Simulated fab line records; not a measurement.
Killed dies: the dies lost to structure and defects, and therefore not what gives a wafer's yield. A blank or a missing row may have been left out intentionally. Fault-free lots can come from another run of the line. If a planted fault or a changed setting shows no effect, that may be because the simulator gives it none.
Matching of chambers + flow n5 finfet + rie diel-03 running N5_HKMG_FIN_ETCH_67: 4 sister chambers
The step etches SOC in N2/H2, stops on TiN, target depth 388.9 nm. 18 wafers are shown with their chamber, then 9 later ones without.

== WAFERS PAIRED WITH THEIR CHAMBERS ==
| wafer  | chamber | drypump motor current A (A) | showerhead plenum p Torr (Torr) | throttle valve pct (%) |
|--------|---------|-----------------------------|---------------------------------|------------------------|
| L076.1 | 3       | 5.6                         | 2.63                            | 18.34                  |
| L076.2 | 0       | 6.0                         | 2.49                            | 17.90                  |
| L076.3 | 1       | 6.4                         | 2.60                            | 17.52                  |
| L076.4 | 2       | 6.7                         | 2.59                            | 17.79                  |
| L076.5 | 0       | 6.0                         | 2.49                            | 17.92                  |
| L076.6 | 1       | 6.5                         | 2.60                            | 17.49                  |
| L077.4 | 2       | 6.7                         | 2.59                            | 17.79                  |
| L077.5 | 1       | 6.5                         | 2.60                            | 17.51                  |
| L077.6 | 0       | 6.0                         | 2.49                            | 17.92                  |
| L079.1 | 2       | 6.7                         | 2.59                            | 17.79                  |
| L079.4 | 1       | 6.5                         | 2.60                            | 17.53                  |
| L079.6 | 2       | 6.7                         | 2.59                            | 17.82                  |
| L083.2 | 2       | 6.7                         | 2.59                            | 17.83                  |
| L083.3 | 3       | 5.6                         | 2.63                            | 18.36                  |
| L083.6 | 3       | 5.6                         | 2.63                            | 18.33                  |
| L093.2 | 1       | 6.5                         | 2.59                            | 17.58                  |
| L093.4 | 3       | 5.6                         | 2.62                            | 18.40                  |
| L093.6 | 3       | 5.6                         | 2.62                            | 18.39                  |

SIGNATURES (averages over the wafers above)
| reading                  | chamber 0 | chamber 1 | chamber 2 | chamber 3 | scatter within a chamber |
|--------------------------|-----------|-----------|-----------|-----------|--------------------------|
| drypump motor current A  | 6.000     | 6.480     | 6.700     | 5.600     | 0.0239                   |
| showerhead plenum p Torr | 2.4900    | 2.5980    | 2.5900    | 2.6260    | 0.00378                  |
| throttle valve pct       | 17.9133   | 17.5260   | 17.8040   | 18.3640   | 0.0268                   |
Rule: distance of a wafer from a chamber = root of the sum over the readings of ((wafer's reading minus chamber's mean) / reading's scatter) squared. If the next closest chamber is less than 2 further off than the closest, the wafer can't be placed; otherwise it belongs to the closest. How the scatter is found: for the shown wafers, subtract from each reading the mean of its chamber, square and add these, divide the total by (wafers less chambers), then take the root.

== WAFERS WITHOUT THEIR CHAMBER ==
| wafer  | drypump motor current A (A) | showerhead plenum p Torr (Torr) | throttle valve pct (%) |
|--------|-----------------------------|---------------------------------|------------------------|
| L095.1 | 5.6                         | 2.61                            | 18.40                  |
| L095.2 | 6.8                         | 2.58                            | 17.84                  |
| L095.3 | 6.5                         | 2.58                            | 17.58                  |
| L095.4 | 6.0                         | 2.47                            | 17.99                  |
| L095.5 | 6.8                         | 2.58                            | 17.87                  |
| L095.6 | 6.5                         | 2.58                            | 17.58                  |
| L096.2 | 5.6                         | 2.61                            | 18.39                  |
| L096.5 | 5.6                         | 2.61                            | 18.40                  |
| L096.6 | 6.7                         | 2.58                            | 17.87                  |

== EACH ONE'S CHAMBER ==
| wafer  | from the rows above | in truth |
|--------|---------------------|----------|
| L095.1 | 3                   | 3        |
| L095.2 | 2                   | 2        |
| L095.3 | 1                   | 1        |
| L095.4 | 0                   | 0        |
| L095.5 | 2                   | 2        |
| L095.6 | 1                   | 1        |
| L096.2 | 3                   | 3        |
| L096.5 | 3                   | 3        |
| L096.6 | 2                   | 2        |
9 of 9 placed correctly. From these rows, 0 cannot be placed. Number placed wrongly: 0.
